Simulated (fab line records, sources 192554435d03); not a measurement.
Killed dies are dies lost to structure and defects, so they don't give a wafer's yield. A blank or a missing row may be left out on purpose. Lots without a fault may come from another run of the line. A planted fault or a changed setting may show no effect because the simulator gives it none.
Tool commonality check | flow n5_finfet | 10 lots, 27 wafers sampled

WHY IT WAS OPENED
At N5_BEOL_M1_THK_MEAS_53 the reading M1_THK is flagged on 2 of 10 lots. Wafers without a fault read 39.8 nm, standard deviation 1.9.
Rule: a lot is flagged when every wafer of it that has a number lies more than 4 standard deviations from that mean, or none has a number. The other lots count as sound.

lot  | measured     | on            | M1_THK (nm), wafer by wafer | flag
L641 | day 6 16:58  | film_metro-02 | 36.7 38.5 39.2              |
L643 | day 7 10:44  | film_metro-02 | 41.0 38.6 41.5              |
L647 | day 8 12:38  | film_metro-01 | 40.6 37.7                   |
L650 | day 9 01:56  | film_metro-01 | 41.3 39.6 38.2              |
L649 | day 9 04:34  | film_metro-02 | 39.8 40.1                   |
L651 | day 9 18:03  | film_metro-01 | 140.1 147.9 148.0           | FLAGGED
L652 | day 9 19:42  | film_metro-02 | 38.9 39.2 40.8              |
L653 | day 10 01:57 | film_metro-02 | 148.8 150.4 153.4           | FLAGGED
L661 | day 13 00:28 | film_metro-02 | 38.1 41.6                   |
L662 | day 13 03:48 | film_metro-01 | 39.5 38.9 36.0              |
The numbers of the flagged lots are 148.1 nm on average: +108.3 nm against the usual, or +57 standard deviations.

WHICH TOOL RAN EACH LOT
The record holds 4 process steps before the reading, out of a route of 1938 steps. In each cell: the tool, then ch and the chambers that the sampled wafers went through, then the start.
lot  | flag    | N5_BEOL_M1_ANNEAL_89         | N5_BEOL_M1_SPUTTER_90        | N5_BEOL_M1_SPUTTER_94        | N5_BEOL_M1_CMP_52
L641 |         | pvd_sputter-01, day 6 15:13  | pvd_sputter-01, day 6 15:21  | pvd_sputter-01, day 6 15:47  | cmp-02 ch 0,2,3, day 6 16:40
L643 |         | pvd_sputter-01, day 7 09:08  | pvd_sputter-01, day 7 09:17  | pvd_sputter-01, day 7 09:43  | cmp-02 ch 0,1,2, day 7 10:26
L647 |         | pvd_sputter-02, day 8 09:26  | pvd_sputter-02, day 8 09:34  | pvd_sputter-02, day 8 10:01  | cmp-03 ch 2,3, day 8 12:25
L650 |         | pvd_sputter-02, day 8 22:44  | pvd_sputter-02, day 8 22:53  | pvd_sputter-02, day 8 23:19  | cmp-02 ch 1,3, day 9 01:39
L649 |         | pvd_sputter-03, day 9 02:58  | pvd_sputter-03, day 9 03:07  | pvd_sputter-03, day 9 03:33  | cmp-02 ch 1,2, day 9 04:23
L651 | FLAGGED | pvd_sputter-02, day 9 15:47  | pvd_sputter-02, day 9 15:55  | pvd_sputter-02, day 9 16:22  | cmp-02 ch 1,3, day 9 17:47
L652 |         | pvd_sputter-03, day 9 18:07  | pvd_sputter-03, day 9 18:15  | pvd_sputter-03, day 9 18:41  | cmp-01 ch 0,1,3, day 9 19:24
L653 | FLAGGED | pvd_sputter-01, day 10 00:21 | pvd_sputter-01, day 10 00:29 | pvd_sputter-01, day 10 00:56 | cmp-02 ch 1,2, day 10 01:40
L661 |         | pvd_sputter-02, day 12 22:53 | pvd_sputter-02, day 12 23:01 | pvd_sputter-02, day 12 23:28 | cmp-01 ch 0,3, day 13 00:10
L662 |         | pvd_sputter-01, day 13 02:10 | pvd_sputter-01, day 13 02:19 | pvd_sputter-01, day 13 02:47 | cmp-02 ch 0,1,3, day 13 03:30
What these steps do:
- N5_BEOL_M1_ANNEAL_89: time 240 s.
- N5_BEOL_M1_SPUTTER_90: material Cu, target thk 4.5 nm, time 8.29 s.
- N5_BEOL_M1_SPUTTER_94: material Cu, target thk 4.5 nm, time 8.29 s.
- N5_BEOL_M1_CMP_52: polishes, stops on SiOC, t overpolish 6.8 s, target thk 40 nm.
- N5_BEOL_M1_THK_MEAS_53: measures by xrf.

FLAGGED OVER TOTAL, TOOL BY TOOL (the gauges that took the reading come last)
step                   | tool           | lots run | flagged | share of the flagged lots | sound lots run after its first flagged lot
N5_BEOL_M1_ANNEAL_89   | pvd_sputter-01 | 4        | 1       | some                      | 1 (L662)
N5_BEOL_M1_ANNEAL_89   | pvd_sputter-02 | 4        | 1       | some                      | 1 (L661)
N5_BEOL_M1_ANNEAL_89   | pvd_sputter-03 | 2        | 0       | none                      | -
N5_BEOL_M1_SPUTTER_90  | pvd_sputter-01 | 4        | 1       | some                      | 1 (L662)
N5_BEOL_M1_SPUTTER_90  | pvd_sputter-02 | 4        | 1       | some                      | 1 (L661)
N5_BEOL_M1_SPUTTER_90  | pvd_sputter-03 | 2        | 0       | none                      | -
N5_BEOL_M1_SPUTTER_94  | pvd_sputter-01 | 4        | 1       | some                      | 1 (L662)
N5_BEOL_M1_SPUTTER_94  | pvd_sputter-02 | 4        | 1       | some                      | 1 (L661)
N5_BEOL_M1_SPUTTER_94  | pvd_sputter-03 | 2        | 0       | none                      | -
N5_BEOL_M1_CMP_52      | cmp-01         | 2        | 0       | none                      | -
N5_BEOL_M1_CMP_52      | cmp-02         | 7        | 2       | all                       | 1 (L662)
N5_BEOL_M1_CMP_52      | cmp-03         | 1        | 0       | none                      | -
N5_BEOL_M1_THK_MEAS_53 | film_metro-01  | 4        | 1       | some                      | 1 (L662)
N5_BEOL_M1_THK_MEAS_53 | film_metro-02  | 6        | 1       | some                      | 1 (L661)

WHAT THE TABLE ALLOWS
1 row of the table ran every flagged lot: cmp-02 at N5_BEOL_M1_CMP_52.
- cmp-02 at N5_BEOL_M1_CMP_52: 2 of its 7 lots flagged. Sound lots ran on it after the first flagged one (L662), which a lasting fault on the whole tool wouldn't allow. Its own readings lie more than 4 standard deviations out on every wafer of the flagged lots: barrier_field_endpoint_s, overpolish_run_s, time_to_endpoint_s.
No row of the table ran every flagged lot and no sound lot after the first.

WHAT THE SIMULATOR HAD PUT IN
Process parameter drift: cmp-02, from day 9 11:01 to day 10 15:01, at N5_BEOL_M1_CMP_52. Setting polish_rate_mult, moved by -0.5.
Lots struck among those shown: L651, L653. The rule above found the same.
